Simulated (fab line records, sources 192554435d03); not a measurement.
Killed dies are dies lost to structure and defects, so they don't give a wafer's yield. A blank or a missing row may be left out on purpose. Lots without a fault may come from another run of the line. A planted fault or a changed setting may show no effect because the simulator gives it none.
One fault seen from 2 desks | flow n5_finfet | each desk has only its own numbers; what lay behind them comes last

THE TOOL OWNER'S DESK: rie_si-04
The tool's own readings at N5_FIN_SAQP_FIN_ETCH_36 (etches the open film in HBr/Cl2/O2, target depth 120 nm, time 50.4 s): means of the sampled wafers that have a number, for each lot that ran on this tool. A lot is out of limits, marked OUT, if its mean lies more than 4 standard deviations from the usual mean; the brackets give that distance.
Columns: A = drypump_motor_current_A at N5_FIN_SAQP_FIN_ETCH_36, usual 5.7 A; B = oes_o_777_au at N5_FIN_SAQP_FIN_ETCH_36, usual 1.01 a.u.; C = oes_product_au at N5_FIN_SAQP_FIN_ETCH_36, usual 1.002 a.u.; D = rf_fwd_power_W at N5_FIN_SAQP_FIN_ETCH_36, usual 796.4 W; E = throttle_valve_pct at N5_FIN_SAQP_FIN_ETCH_36, usual 35.92 %
lot  | first seen here | A   | B              | C                | D               | E
L648 | day 3 02:59     | 5.7 | 0.95           | 0.989            | 798.6           | 35.92
L651 | day 4 03:11     | 5.8 | 0.97           | 0.981            | 795.2           | 35.81
L659 | day 5 19:30     | 5.6 | 0.54 (-13) OUT | 0.911 (-4.8) OUT | 604.6 (-74) OUT | 36.03
L660 | day 6 04:05     | 5.7 | 0.51 (-14) OUT | 0.901 (-5.3) OUT | 604.2 (-74) OUT | 36.05
This desk's finding: out of limits on L659, L660; first on L659, day 5 19:30 (oes_o_777_au at N5_FIN_SAQP_FIN_ETCH_36). In limits: L648, L651.

THE METROLOGY DESK
What the gauges read, lot by lot, whatever tool the lot ran on: means of the sampled wafers that have a number. A lot is out of limits, marked OUT, if its mean lies more than 4 standard deviations from the usual mean; the brackets give that distance. Of its 11 readings 7 are shown: the one that was out of limits first, and those that lie furthest out on some lot.
Columns: A = trench_depth_nm at N5_FIN_SAQP_OCD_MEAS_76, usual 119.6 nm; B = DIBL_P at N5_BEOL_M4_RC_MEAS_101, usual 36.7 mV/V; C = IOFF_N at N5_BEOL_M4_RC_MEAS_101, usual 0.155 nA/um; D = IOFF_P at N5_BEOL_M4_RC_MEAS_101, usual 0.208 nA/um; E = ION_P at N5_BEOL_M4_RC_MEAS_101, usual 462 uA/um; F = SS_N at N5_BEOL_M4_RC_MEAS_101, usual 71.6 mV/dec; G = VT_P at N5_BEOL_M4_RC_MEAS_101, usual -251 mV
lot  | first seen here | A               | B    | C     | D     | E   | F    | G
L644 | day 2 02:14     | 119.3           | 36.1 | 0.147 | 0.230 | 466 | 71.3 | -245
L645 | day 2 08:01     | 119.6           | 38.8 | 0.186 | 0.221 | 460 | 72.2 | -253
L648 | day 3 03:13     | 118.9           | 36.3 | 0.147 | 0.185 | 459 | 70.7 | -252
L651 | day 4 03:24     | 118.5           | 37.8 | 0.163 | 0.250 | 466 | 71.7 | -246
L659 | day 5 19:44     | 104.2 (-12) OUT | 37.2 | 0.168 | 0.217 | 462 | 71.6 | -249
L660 | day 6 04:18     | 104.6 (-12) OUT | 37.1 | 0.146 | 0.187 | 460 | 72.0 | -252
L663 | day 6 22:44     | 119.8           | 36.4 | 0.147 | 0.187 | 456 | 71.5 | -253
L665 | day 7 08:25     | 120.5           | 36.5 | 0.150 | 0.221 | 468 | 71.5 | -248
L666 | day 7 15:20     | 120.4           | 36.8 | 0.162 | 0.172 | 445 | 71.9 | -256
This desk's finding: out of limits on L659, L660; first on L659, day 5 19:44 (trench_depth_nm at N5_FIN_SAQP_OCD_MEAS_76). In limits: L644, L645, L648, L651, L663, L665, L666.

PUT TOGETHER
The tool owner's desk could have raised an alarm at day 5 19:30, on L659, L660.
The metrology desk could have raised an alarm at day 5 19:44, on L659, L660.
Of the lots named, all ran N5_FIN_SAQP_FIN_ETCH_36 on rie_si-04.

WHAT THE SIMULATOR HAD PUT IN
Process parameter drift: rie_si-04, from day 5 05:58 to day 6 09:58, at N5_FIN_SAQP_FIN_ETCH_36. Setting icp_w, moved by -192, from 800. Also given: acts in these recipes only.
Lots struck among those shown: L659, L660.
Hours from the fault's start to each desk's first reading out of limits: the tool owner's desk, 14; the metrology desk, 14.
